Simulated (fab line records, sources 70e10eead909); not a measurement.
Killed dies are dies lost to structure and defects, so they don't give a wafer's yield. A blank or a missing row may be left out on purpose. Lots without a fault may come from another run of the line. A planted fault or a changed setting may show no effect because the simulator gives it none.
Chamber matching | flow nand_harc | NHARC_P_CONTACT_CMP_24 on cmp-04: 4 sister chambers
The step polishes, t overpolish 30 s, target thk 200 nm. 4 wafers are shown with their chamber, then 7 later ones without.

WAFERS WITH THEIR CHAMBER
wafer  | chamber | motor_current_A (A)
L089.4 | 2       | 12.2
L089.5 | 1       | 13.5
L091.2 | 3       | 12.8
L091.4 | 0       | 10.8

WAFERS WITHOUT THEIR CHAMBER
wafer  | motor_current_A (A)
L091.6 | 12.0
L095.2 | 13.1
L095.3 | 13.8
L095.4 | 11.5
L097.1 | 13.3
L097.2 | 13.4
L097.3 | 12.2

WHICH CHAMBER EACH WENT THROUGH
wafer  | from the rows above          | in truth
L091.6 | can't be placed: 2 or 3      | 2
L095.2 | can't be placed: 3 or 1 or 2 | 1
L095.3 | 1                            | 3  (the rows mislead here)
L095.4 | can't be placed: 0 or 2 or 3 | 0
L097.1 | can't be placed: 1 or 3      | 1
L097.2 | can't be placed: 1 or 3      | 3
L097.3 | can't be placed: 2 or 3      | 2
Placed correctly: 0 of 7. Can't be placed from these rows: 6 (the true chamber is among the candidates in 6). Placed wrongly: 1.
How it was worked out, from the rows above alone: a wafer's distance from a chamber is the root of the sum, over the readings, of the square of ((its reading less the chamber's mean) divided by the reading's scatter). The wafer belongs to the nearest chamber; if the next one is less than 2 further off, it can't be placed. A chamber's mean is the mean of its shown wafers. The scatter: with one shown wafer a chamber, the root of the mean of the squares of how far each hidden wafer lies from its nearest shown one.
